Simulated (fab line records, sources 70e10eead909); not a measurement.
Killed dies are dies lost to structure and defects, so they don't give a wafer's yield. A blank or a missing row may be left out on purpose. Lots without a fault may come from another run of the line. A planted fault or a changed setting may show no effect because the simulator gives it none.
Which tool did it? | flow nand_harc | 6 lots, 18 wafers sampled, at 1 step of a route of 1159

WHAT THE GAUGES READ, wafer by wafer
NHARC_A_CONTACT_CD_MEAS_42: target cd 200 nm.
lot  | measured     | on        | cd_nm (nm)
L280 | day 16 14:37 | cd_sem-01 | 199.9 200.0 200.7
L286 | day 17 04:23 | cd_sem-03 | 200.0 200.0 200.3
L295 | day 20 08:55 | cd_sem-03 | 200.2 200.4 199.7
L299 | day 20 13:56 | cd_sem-03 | 199.3 199.2 199.3
L302 | day 20 20:20 | cd_sem-02 | 199.9 199.7 198.7
L303 | day 22 05:39 | cd_sem-03 | 199.6 199.5 199.1

WHICH TOOL RAN EACH LOT (tool, then ch and the chambers of the sampled wafers, then the start)
The record holds no process step before these readings.

THE ANSWER, worked out from the rows above alone
Rule: what is usual is taken from the lots themselves. Put in order of their means at a reading, lots are off if they are a third of the lots or fewer, leave a main group of 4 or more, and stand apart from it by a gap of 3 or more times the standard deviation of the main group's means; of several such gaps the widest counts. A main group whose means are all the same, to the digits that the tables above print for the reading, isn't used. A lot without any number at a reading at which 4 lots or more have one is off too. The other lots that the step has rows for count as sound.
No lot is off at any reading shown: from this, nothing can be told.

WHAT THE SIMULATOR HAD PUT IN
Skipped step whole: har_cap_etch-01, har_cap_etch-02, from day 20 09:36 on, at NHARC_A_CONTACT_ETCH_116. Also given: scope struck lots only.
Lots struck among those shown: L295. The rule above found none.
